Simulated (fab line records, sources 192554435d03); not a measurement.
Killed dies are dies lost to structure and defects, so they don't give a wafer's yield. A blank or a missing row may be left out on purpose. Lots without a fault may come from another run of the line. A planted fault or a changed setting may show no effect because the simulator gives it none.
Which tool did it? | flow n5_finfet | 10 lots, 30 wafers sampled, at 4 steps of a route of 1938

WHAT THE GAUGES READ, wafer by wafer
The record holds no reading of a measuring or inspecting step that can be judged against a usual standard deviation.

WHICH TOOL RAN EACH LOT (tool, then ch and the chambers of the sampled wafers, then the start)
lot  | N5_BEOL_M13_DEGAS_41         | N5_BEOL_M13_SPUTTER_43       | N5_BEOL_M13_CMP_49            | N5_BEOL_M14_STRIP_64
L979 | pvd_sputter-02, day 12 05:10 | pvd_sputter-02, day 12 05:14 | cmp-03 ch 1,2,3, day 12 05:59 | rie_diel-04 ch 1,2,3, day 12 07:00
L978 | pvd_sputter-02, day 12 13:55 | pvd_sputter-02, day 12 13:59 | cmp-01 ch 1,2, day 12 15:13   | rie_diel-06 ch 1,3, day 12 16:00
L982 | pvd_sputter-02, day 13 06:41 | pvd_sputter-02, day 13 06:46 | cmp-01 ch 1,2,3, day 13 07:30 | rie_diel-05 ch 0,1,2, day 13 09:00
L984 | pvd_sputter-02, day 13 20:28 | pvd_sputter-02, day 13 20:33 | cmp-03 ch 0,2,3, day 13 21:17 | rie_diel-04 ch 1,2,3, day 13 22:00
L985 | pvd_sputter-02, day 14 02:44 | pvd_sputter-02, day 14 02:49 | cmp-03 ch 1,2, day 14 03:32   | rie_diel-05 ch 0,1,3, day 14 04:00
L983 | pvd_sputter-03, day 14 02:49 | pvd_sputter-03, day 14 02:53 | cmp-04 ch 0,2,3, day 14 03:53 | rie_diel-06 ch 1,3, day 14 05:00
L987 | pvd_sputter-03, day 14 11:33 | pvd_sputter-03, day 14 11:38 | cmp-04 ch 0,2, day 14 12:45   | rie_diel-05 ch 1,3, day 14 14:00
L989 | pvd_sputter-01, day 14 23:47 | pvd_sputter-01, day 14 23:52 | cmp-04 ch 1,2, day 15 01:04   | rie_diel-04 ch 0,1,3, day 15 03:00
L988 | pvd_sputter-02, day 15 00:17 | pvd_sputter-02, day 15 00:22 | cmp-04 ch 1,2,3, day 15 01:35 | rie_diel-06 ch 0,2, day 15 02:00
L991 | pvd_sputter-01, day 16 03:08 | pvd_sputter-01, day 16 03:13 | cmp-03 ch 2,3, day 16 04:18   | rie_diel-05 ch 0,1,3, day 16 05:00
- N5_BEOL_M13_DEGAS_41: time 60 s.
- N5_BEOL_M13_SPUTTER_43: material TaN, target thk 15 nm, time 24.19 s.
- N5_BEOL_M13_CMP_49: polishes, stops on SiOC, t overpolish 17.1 s, target thk 420 nm.
- N5_BEOL_M14_STRIP_64: strips in O2.

WHAT THE TOOLS THEMSELVES READ (means of the sampled wafers that have a number; where no wafer has one, the mark that the record gives instead)
N5_BEOL_M13_DEGAS_41. Usual: heater_power_w 335 W, standard deviation 24; susceptor_temp_C 250.00 C, standard deviation 0.16.
lot  | tool           | heater_power_w (W) | susceptor_temp_C (C) | flag
L979 | pvd_sputter-02 | 343                | 249.96               |
L978 | pvd_sputter-02 | 354                | 249.99               |
L982 | pvd_sputter-02 | 348                | 250.13               |
L984 | pvd_sputter-02 | 346                | 249.94               |
L985 | pvd_sputter-02 | 356                | 250.09               |
L983 | pvd_sputter-03 | 321                | 250.08               |
L987 | pvd_sputter-03 | 306                | 250.00               |
L989 | pvd_sputter-01 | 314                | 249.85               |
L988 | pvd_sputter-02 | 354                | 249.98               |
L991 | pvd_sputter-01 | 322                | 250.09               |

N5_BEOL_M13_SPUTTER_43. Usual: susceptor_temp_C 50.00 C, standard deviation 0.12; throttle_valve_pct 29.7 %, standard deviation 0.91.
lot  | tool           | susceptor_temp_C (C) | throttle_valve_pct (%) | flag
L979 | pvd_sputter-02 | 49.90                | 29.9                   |
L978 | pvd_sputter-02 | 50.05                | 31.0                   |
L982 | pvd_sputter-02 | 50.13                | 30.4                   |
L984 | pvd_sputter-02 | 49.95                | 30.4                   |
L985 | pvd_sputter-02 | 50.02                | 29.9                   |
L983 | pvd_sputter-03 | 49.90                | 30.9                   |
L987 | pvd_sputter-03 | 49.95                | 29.9                   |
L989 | pvd_sputter-01 | 50.09                | 29.6                   |
L988 | pvd_sputter-02 | 49.94                | 31.0                   |
L991 | pvd_sputter-01 | 50.07                | 29.8                   |

N5_BEOL_M13_CMP_49. Usual: barrier_field_endpoint_s 30.7 s, standard deviation 0.72; motor_current_A 6.3 A, standard deviation 0.87; overpolish_run_s 17.099 s, standard deviation 0.0091; pad_life_wafers 909, standard deviation 650; platen_rpm 50.004 rpm, standard deviation 0.026.
lot  | tool   | barrier_field_endpoint_s (s) | motor_current_A (A) | overpolish_run_s (s) | pad_life_wafers | platen_rpm (rpm) | flag
L979 | cmp-03 | 30.8                         | 6.3                 | 17.091               | 338             | 50.006           |
L978 | cmp-01 | 30.1                         | 5.8                 | 17.102               | 1410            | 50.028           |
L982 | cmp-01 | 30.0                         | 6.0                 | 17.105               | 1562            | 49.998           |
L984 | cmp-03 | 30.6                         | 6.6                 | 17.105               | 595             | 49.995           |
L985 | cmp-03 | 30.6                         | 5.5                 | 17.104               | 654             | 50.005           |
L983 | cmp-04 | 31.1                         | 6.5                 | 17.097               | 1766            | 49.977           |
L987 | cmp-04 | 31.0                         | 6.3                 | 17.103               | 1826            | 50.021           |
L989 | cmp-04 | 31.5                         | 7.4                 | 17.101               | 1932            | 49.999           |
L988 | cmp-04 | 31.6                         | 6.8                 | 17.099               | 1939            | 50.024           |
L991 | cmp-03 | 30.8                         | 6.7                 | 17.105               | 978             | 50.005           |

N5_BEOL_M14_STRIP_64. Usual: chamber_pressure_mTorr 30.000 mTorr, standard deviation 0.025; drypump_motor_current_A 5.6 A, standard deviation 0.51; oes_product_au 0.78 a.u., standard deviation 0.083; rf_vpp_V 3.6 V, standard deviation 0.47; showerhead_plenum_p_Torr 2.10 Torr, standard deviation 0.086; throttle_valve_pct 16.70 %, standard deviation 0.23.
lot  | tool        | chamber_pressure_mTorr (mTorr) | drypump_motor_current_A (A) | oes_product_au (a.u.) | rf_vpp_V (V) | showerhead_plenum_p_Torr (Torr) | throttle_valve_pct (%) | flag
L979 | rie_diel-04 | 29.999                         | 5.7                         | 0.77                  | 3.7          | 2.03                            | 16.77                  |
L978 | rie_diel-06 | 30.015                         | 5.1                         | 0.83                  | 3.1          | 2.18                            | 16.77                  |
L982 | rie_diel-05 | 29.991                         | 5.5                         | 0.79                  | 3.5          | 2.13                            | 16.68                  |
L984 | rie_diel-04 | 29.987                         | 5.8                         | 0.74                  | 3.9          | 2.03                            | 16.81                  |
L985 | rie_diel-05 | 30.003                         | 5.8                         | 0.81                  | 3.6          | 2.14                            | 16.62                  |
L983 | rie_diel-06 | 29.990                         | 5.1                         | 0.82                  | 3.4          | 2.17                            | 16.80                  |
L987 | rie_diel-05 | -                              | -                           | -                     | -            | -                               | -                      | OFF
L989 | rie_diel-04 | 30.006                         | 5.6                         | 0.79                  | 3.7          | 2.06                            | 16.59                  |
L988 | rie_diel-06 | -                              | -                           | -                     | -            | -                               | -                      | OFF
L991 | rie_diel-05 | 29.990                         | 5.8                         | 0.81                  | 3.7          | 2.13                            | 16.65                  |

THE ANSWER, worked out from the rows above alone
Rule: a lot is off if the mean of its wafers that have a number lies more than 3 standard deviations from the usual mean. A lot without any number at a reading at which 4 lots or more have one is off too. The other lots that the step has rows for count as sound. The gauges are gone through in route order, then the tools' own readings, and for those a lot's mean is taken as printed above. The first step at which some lot is off is used, and at that step the reading that is off furthest; a lot without a number counts as furthest.
Off: L987, L988, at N5_BEOL_M14_STRIP_64 (chamber_pressure_mTorr). Without a number there: L987, L988.
A tool fits if, at that step or a process step before it, it ran every lot that is off, and no sound lot after the first of them. None of those tried fits.

WHAT THE SIMULATOR HAD PUT IN
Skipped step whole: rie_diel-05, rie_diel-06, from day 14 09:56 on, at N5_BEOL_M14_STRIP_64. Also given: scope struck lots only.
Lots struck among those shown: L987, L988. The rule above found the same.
